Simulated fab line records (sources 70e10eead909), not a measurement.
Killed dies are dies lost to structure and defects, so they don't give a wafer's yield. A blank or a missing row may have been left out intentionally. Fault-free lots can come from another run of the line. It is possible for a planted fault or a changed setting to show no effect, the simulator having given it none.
Struck lot and sound lot, side by side -- flow nand_harc -- 15 steps out of a route of 1159
Sound: the wafers L170.2, L170.3, L170.6. Wafers L162.1, L162.5, L162.6 were the ones struck. The cause is named last.
At each step with rows: each side's tool, then ch and its chambers, then its first start. Under that, the readings that differ: sound wafers -- struck wafers -- difference of the means -- sigmas: that difference in standard deviations of wafers without a fault.
alike: a reading whose means differ by less than 2 such deviations, as well as words and numbers matching on both sides. not compared: withheld readings; readings where some wafer has no value; bounds like >300 that might hide an equal value; numbers whose values overlap and for which the record gives no deviation.
Wherever a step has rows on one side only, a row that says differs or no value, or a row with sigmas, the two part there. Non-overlapping numbers with no deviation appear without sigmas and do not part them. Lack of a reading on every wafer of one side parts them only where that side has two or more wafers.

NHARC_P_BONDPAD_CD_MEAS_09 targets a cd of 500 nm.
  sound on cd_sem-01 ch 0, day 10 11:47; struck on cd_sem-03 ch 0, day 8 05:26
  alike: cd_nm
NHARC_P_BONDPAD_OVL_MEAS_38:
  struck on overlay-02, day 8 05:32; sound on overlay-02, day 10 11:53
  alike: overlay_x_nm, overlay_y_nm
then, 2 steps without rows for these wafers: NHARC_P_BONDPAD_HARDBAKE_10 (time 65 s); NHARC_P_BONDPAD_DESCUM_11 (chemistry O2, time 3 s).
NHARC_P_BONDPAD_ETCH_37: etches the open film in N2/H2, target depth 60 nm, overetch 18 nm, time 65.91 s.
  sound on rie_diel-12 ch 0,2,3, day 10 12:07; struck on rie_diel-07 ch 1,2,3, day 8 05:45
  alike: drypump_motor_current_A, oes_product_au, rf_vpp_V, showerhead_plenum_p_Torr, throttle_valve_pct
  not compared: rf_hours_counter_h
NHARC_P_BONDPAD_ETCH_12: etches the open film in CHF3/O2, target depth 200 nm, time 100 s.
  sound: rie_diel-12 ch 0,2; struck: rie_diel-07 ch 1,2,3
  alike: chf3_flow_sccm, drypump_motor_current_A, oes_product_au, rf_vpp_V, showerhead_plenum_p_Torr, throttle_valve_pct
  not compared: rf_hours_counter_h
NHARC_P_BONDPAD_CD_MEAS_13:
  struck on cd_sem-03, day 8 05:58; sound on cd_sem-03, day 10 12:22
  alike: cd_nm
NHARC_P_BONDPAD_STRIP_15: strips in O2.
  sound on rie_diel-12 ch 0,3, day 10 12:28; struck on rie_diel-07 ch 0,1, day 8 06:02
reading,sound,struck,difference,sigmas
drypump_motor_current_A (A),5.7 4.9 4.9,6.3 5.6 6.3,+0.9,+2
  alike: oes_product_au, rf_vpp_V, showerhead_plenum_p_Torr, throttle_valve_pct
  not compared: rf_hours_counter_h
then, 3 steps without rows for these wafers: NHARC_P_BONDPAD_ETCH_24 (etches the open film in CF4/N2, target depth 30 nm, time 72.99 s); NHARC_P_BONDPAD_STRIP_16 (strips in post etch residue remover, time 600 s); NHARC_P_BONDPAD_DEGAS_25 (time 60 s).
NHARC_P_BONDPAD_PRE_CLEAN_26: time 30 s.
  sound on pvd_sputter-02; struck on pvd_sputter-03
  alike: heater_power_w, susceptor_temp_C
NHARC_P_BONDPAD_PVD_17: deposits TaN, target thk 5 nm, time 8.06 s.
  struck on pvd_sputter-03, day 8 06:58; sound on pvd_sputter-02, day 10 13:09
  alike: throttle_valve_pct
NHARC_P_BONDPAD_PVD_27: deposits Cu, target thk 30 nm, time 20.49 s.
  sound on pvd_sputter-02; struck on pvd_sputter-03
  alike: throttle_valve_pct
-- record jumps: 13 days between struck wafers' starts before vs after; left off in module P_BONDPAD, resumes in module END, first step shown is number 1159 of the route --
NHARC_END_SORT_01:
  sound on prober-01 ch 0, day 23 09:02; struck on prober-01 ch 0, day 21 02:38
reading,sound,struck,difference,sigmas
sort_rim_yield_pct (%),91.5 89.6 94.3,97.2 99.1 98.1,+6.3,+2
  alike: defect_limited_yield, killed_at_array, killed_at_other, killed_at_periphery, killed_dies, killed_open, killed_short, sort_bin_2_pct, sort_bin_3_pct, sort_bin_4_pct, sort_n_pass, sort_yield_pct

## WHERE THEY PART
Earliest at NHARC_P_BONDPAD_STRIP_15; latest, in this record, at NHARC_END_SORT_01.

WHY: what the simulator had put in
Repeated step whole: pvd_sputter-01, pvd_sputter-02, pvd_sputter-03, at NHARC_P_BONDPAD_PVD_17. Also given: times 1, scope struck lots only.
